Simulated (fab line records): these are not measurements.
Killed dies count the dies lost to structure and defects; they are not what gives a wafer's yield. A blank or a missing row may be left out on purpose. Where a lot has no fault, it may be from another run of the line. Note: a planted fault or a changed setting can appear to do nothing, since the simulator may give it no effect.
A lot that was struck, set against a sound lot ; flow n5 finfet ; 22 steps out of a route of 1938
Sound: wafers L736.3, L736.4, L736.6. The struck wafers were L740.1, L740.4, L740.5. The cause is given at the end.
Each step with rows lists, per side, the tool, then ch with its chambers, then its first start. Under that, the readings that differ: sound wafers ; struck wafers ; difference of the means ; sigmas: that difference in standard deviations of wafers without a fault.
alike: readings with means less than 2 such deviations apart, plus words and numbers identical on both sides. not compared: withheld readings, readings lacking a value on some wafer, bounds such as >300 that could conceal the same value, and numbers that have no deviation in the record and whose values overlap.
Wherever a step has rows on one side only, a row that says differs or no value, or a row with sigmas, the two part there. Numbers that don't overlap but have no deviation are shown without sigmas and don't part them. Lack of a reading on every wafer of one side parts them only where that side has two or more wafers.

first, 8 steps without rows for these wafers: N5_BEOL_M1_PRE_CLEAN_60 (time 15 s); N5_BEOL_M1_CO_CAP_55 (material Co, precursor CCTBA/H2, target thk 2 nm, time 102.1 s); N5_BEOL_M1_PRE_CLEAN_56 (time 15 s); N5_BEOL_M1_DEP_57 (deposits SiCN from 3MS/NH3, target thk 8 nm, time 14 s); N5_BEOL_M2_ILD_DEP_00 (deposits SiOC from DEMS/O2, target thk 79 nm, time 15.3 s); N5_BEOL_M2_PECVD_72 (deposits SiO2 from TEOS/O2, target thk 16 nm, time 18 s); N5_BEOL_M2_HM_DEP_02 (deposits TiN, target thk 20 nm); N5_BEOL_M2_COAT_61 (time 60 s, resist thk 60 nm).
N5_BEOL_M2_COAT_62: time 60 s, resist thk 12 nm.
  sound on litho track-03 ch 0, day 7 00:07; struck on litho track-03 ch 0, day 8 03:41
reading;sound;struck;difference;sigmas
spin speed rpm (rpm);1500.0 1500.7 1499.4;1571.0 1570.6 1570.2;+70.6;+90
then, 9 steps without rows for these wafers: N5_BEOL_M2_COAT_73 (time 60 s, resist thk 5 nm); N5_BEOL_M2_COAT_05 (resist thk 30 nm); N5_BEOL_M2_EBR_07; N5_BEOL_M2_SOFTBAKE_06 (time 60 s); N5_BEOL_M2_EXPOSE_08 (exposes mask M2); N5_BEOL_M2_PEB_09 (peb time 60 s); N5_BEOL_M2_DEVELOP_10 (develop time 30 s); N5_BEOL_M2_DESCUM_16 (chemistry O2, time 7 s); N5_BEOL_M2_ETCH_74 (etches underlayer in N2/H2, target depth 6.5 nm, time 5.2 s).
N5_BEOL_M2_ETCH_63: etches SiARC in CF4, target depth 15.6 nm, time 26 s.
  sound on rie diel-03 ch 1,2, day 7 00:34; struck on rie diel-06 ch 1,3, day 8 04:15
reading;sound;struck;difference;sigmas
model.etch.depth nm (nm);11.98 11.98 11.99;11.77 11.78 11.75;-0.22;
  alike: drypump motor current A, etch rf on time s, oes product au, rf vpp V, showerhead plenum p Torr, throttle valve pct
  not compared: rf hours counter h
then, 1 step without rows for these wafers: N5_BEOL_M2_ETCH_64 (etches SOC in N2/H2, target depth 75 nm, overetch 22.5 nm, time 121.9 s).
N5_BEOL_M4_RC_MEAS_101:
  sound on prober-02 ch 0, day 8 11:16; struck on prober-02 ch 0, day 9 13:59
reading;sound;struck;difference;sigmas
DIBL_P (mV/V);37.7 40.6 39.9;34.6 32.0 34.1;-5.8;-3
SS_P (mV/dec);73.4 74.4 74.4;73.2 71.9 72.5;-1.5;-2
  alike: DIBL_N, IOFF_N, IOFF_P, ION_N, ION_P, SS_N, VT_N, VT_P
then, 1 step without rows for these wafers: N5_PASSIVATION_PROBE_49.

WHERE THEY PART
First at N5_BEOL_M2_COAT_62; last, within this record, at N5_BEOL_M4_RC_MEAS_101.

WHY: the cause the simulator had injected
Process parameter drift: litho track-03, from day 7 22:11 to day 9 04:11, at N5_BEOL_M2_COAT_62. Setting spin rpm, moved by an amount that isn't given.
